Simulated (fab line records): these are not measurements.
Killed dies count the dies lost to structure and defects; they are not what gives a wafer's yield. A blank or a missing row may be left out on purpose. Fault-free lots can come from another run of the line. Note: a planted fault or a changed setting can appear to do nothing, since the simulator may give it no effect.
Comparing a struck lot with a sound one | flow n5 finfet | 40 out of 1938 route steps
Sound: wafers L425.3, L425.4, L425.5. The struck wafers were L444.3, L444.5, L444.6. The cause is named last.
Order at every step that has rows: each side's tool, ch and its chambers, its first start. Under that, the readings that differ: sound wafers | struck wafers | difference of the means | sigmas: that difference in standard deviations of wafers without a fault.
alike: readings whose means differ by less than 2 such deviations, and words and numbers that are the same on both sides. not compared: withheld readings, readings that some wafer has no value for, bounds like >300 that may hide the same value, and numbers for which the record gives no deviation and whose values overlap.
Wherever a step has rows on one side only, a row that says differs or no value, or a row with sigmas, the two part there. When numbers do not overlap yet have no deviation, they are printed without sigmas and do not part them. A reading that every wafer of one side lacks parts them only if that side has two wafers or more.

first, 11 steps without rows for these wafers: N5_DUMMY_GATE_PRECLEAN_46 (cleans in DIW, time 89.5 s); N5_DUMMY_GATE_SRD_47 (dry time 32 s); N5_DUMMY_GATE_CMP_04 (polishes a-Si); N5_DUMMY_GATE_HM_DEP_06 (deposits SiNx from DCS/NH3, target thk 80 nm, time 5141 s); N5_DUMMY_GATE_PECVD_30 (deposits SiO2 from TEOS/O2, target thk 55 nm, time 10.8 s); N5_DUMMY_GATE_COAT_34 (time 60 s, resist thk 60 nm); N5_DUMMY_GATE_COAT_35 (time 60 s, resist thk 10 nm); N5_DUMMY_GATE_COAT_28 (time 60 s, resist thk 10 nm); N5_DUMMY_GATE_COAT_09 (resist thk 30 nm); N5_DUMMY_GATE_EBR_11; N5_DUMMY_GATE_SOFTBAKE_10 (time 60 s).
N5_DUMMY_GATE_EXPOSE_12: exposes mask GATE, target cd 25 nm.
  sound on euv scanner-01 ch 0, day 3 21:41; struck on euv scanner-01 ch 0, day 8 15:36
  reading              | sound          | struck         | difference | sigmas
  exposure dose mJ cm2 | 34.7 34.7 34.6 | 37.3 37.3 37.2 | +2.6       | +8
  alike: mask
then, 2 steps without rows for these wafers: N5_DUMMY_GATE_PEB_13 (peb time 60 s); N5_DUMMY_GATE_DEVELOP_14 (develop time 30 s).
N5_DUMMY_GATE_CD_MEAS_15: the cd target is 25.8 nm.
  sound on cd sem-02 ch 0, day 3 21:49; struck on cd sem-02 ch 0, day 8 15:43
  reading    | sound             | struck            | difference | sigmas
  cd nm (nm) | 25.25 25.02 24.78 | 23.61 23.52 23.45 | -1.49      | -5
then, 6 steps without rows for these wafers: N5_DUMMY_GATE_DESCUM_20 (chemistry O2, time 6.2 s); N5_DUMMY_GATE_ETCH_29 (etches underlayer in N2/H2, target depth 13 nm); N5_DUMMY_GATE_ETCH_36 (etches SiARC in CF4, target depth 13 nm); N5_DUMMY_GATE_ETCH_37 (etches SOC in N2/H2, target depth 60 nm, overetch 30 nm); N5_DUMMY_GATE_STRIP_38 (strips in N2/H2); N5_DUMMY_GATE_STRIP_39 (strips in N2/H2).
N5_DUMMY_GATE_TRIM_49: chemistry O2, time 29 s, target cd 14 nm.
  sound on rie si-02 ch 1,2,3, day 3 22:10; struck on rie si-01 ch 2,3, day 8 16:04
  reading                     | sound        | struck         | difference | sigmas
  model.DUMMY_GATE.cd nm (nm) | 14 13.4 14.2 | 12.6 12.2 11.8 | -1.7       |
  alike: drypump motor current A, oes product au, throttle valve pct
  not compared: rf hours counter h
then, 1 step without rows for these wafers: N5_DUMMY_GATE_STRIP_40 (strips in CF4).
N5_DUMMY_GATE_CD_MEAS_50: the cd target is 14 nm.
  sound on cd sem-02 at day 3 22:19; struck on cd sem-01 at day 8 16:14
  reading    | sound          | struck         | difference | sigmas
  cd nm (nm) | 14.0 13.5 14.2 | 12.5 12.1 11.9 | -1.7       | -3
then, 6 steps without rows for these wafers: N5_DUMMY_GATE_ETCH_31 (etches SiO2 in C4F6/O2, target depth 82.5 nm, time 27.5 s); N5_DUMMY_GATE_STRIP_41 (strips in O2); N5_DUMMY_GATE_HM_OPEN_21 (chemistry CH3F/O2, target SiNx, target depth 120 nm, time 171.4 s); N5_DUMMY_GATE_ETCH_32 (etches SiO2 in CF4, target depth 3.5 nm, time 3.9 s); N5_DUMMY_GATE_ETCH_23 (etches poly-Si in HBr/Cl2/O2, target depth 41 nm, time 22.3 s); N5_DUMMY_GATE_ETCH_44 (etches poly-Si in HBr/O2, stops on SiO2, target depth 127.5 nm).
N5_DUMMY_GATE_CD_MEAS_24: the cd target is 15 nm.
  sound on cd sem-01 at day 3 22:49; struck on cd sem-01 at day 8 16:46
  reading    | sound          | struck         | difference | sigmas
  cd nm (nm) | 14.8 14.3 15.3 | 13.3 13.3 12.5 | -1.8       | -3
N5_DUMMY_GATE_ETCH_42: etches SiO2 in CHF3/O2, target depth 3.5 nm, time 31 s.
  sound on rie diel-03 ch 0,1, day 3 22:51; struck on rie diel-04 ch 1,2, day 8 16:49
  reading                         | sound          | struck         | difference | sigmas
  showerhead plenum p Torr (Torr) | 2.56 2.47 2.46 | 2.35 2.28 2.35 | -0.17      | -2
  model.DUMMY_GATE.cd nm (nm)     | 14.6 14 15.4   | 13.6 13.4 12.6 | -1.5       |
  alike: drypump motor current A, oes product au, rf vpp V, throttle valve pct
  not compared: rf hours counter h
then, 6 steps without rows for these wafers: N5_DUMMY_GATE_STRIP_48 (strips in N2/H2, time 20 s); N5_DUMMY_GATE_PRECLEAN_33 (cleans in dHF, time 10 s); N5_DUMMY_GATE_PRECLEAN_25 (cleans in O3/DIW, time 45 s); N5_DUMMY_GATE_PRECLEAN_51 (cleans in SC2, time 45 s); N5_DUMMY_GATE_SRD_26 (time 30 s); N5_DUMMY_GATE_UV_OZONE_45 (time 120 s).
-- a jump in the record: the struck wafers' starts before and after are 5 days apart (it breaks off in module DUMMY_GATE and resumes in module BEOL_M4, where the first step shown is number 1111 of the route) --
N5_BEOL_M4_RC_MEAS_101:
  sound on prober-01 ch 0, day 9 08:56; struck on prober-01 ch 0, day 14 00:46
  reading        | sound          | struck         | difference | sigmas
  DIBL_N (mV/V)  | 36.2 40.4 35.9 | 42.2 44.0 44.5 | +6.1       | +3
  DIBL_P (mV/V)  | 35 41 35       | 42 44 45       | +7         | +2
  IOFF_N (nA/um) | 0.14 0.23 0.14 | 0.29 0.34 0.32 | +0.15      | +3
  IOFF_P (nA/um) | 0.17 0.26 0.18 | 0.28 0.32 0.33 | +0.11      | +2
  SS_N (mV/dec)  | 71.3 72.6 71.8 | 73.8 74.4 73.8 | +2.1       | +2
  alike: ION_N, ION_P, SS_P, VT_N, VT_P
N5_PASSIVATION_PROBE_49:
  the record holds rows for the sound wafers here (prober-02, day 13 23:49) but none for the struck ones

WHERE THEY PART
Last at N5_PASSIVATION_PROBE_49 as far as this record goes, first at N5_DUMMY_GATE_EXPOSE_12.

WHY: what the simulator had put in
Process parameter drift: euv scanner-01, from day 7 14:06 on, at N5_DUMMY_GATE_EXPOSE_12. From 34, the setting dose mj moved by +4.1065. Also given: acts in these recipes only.
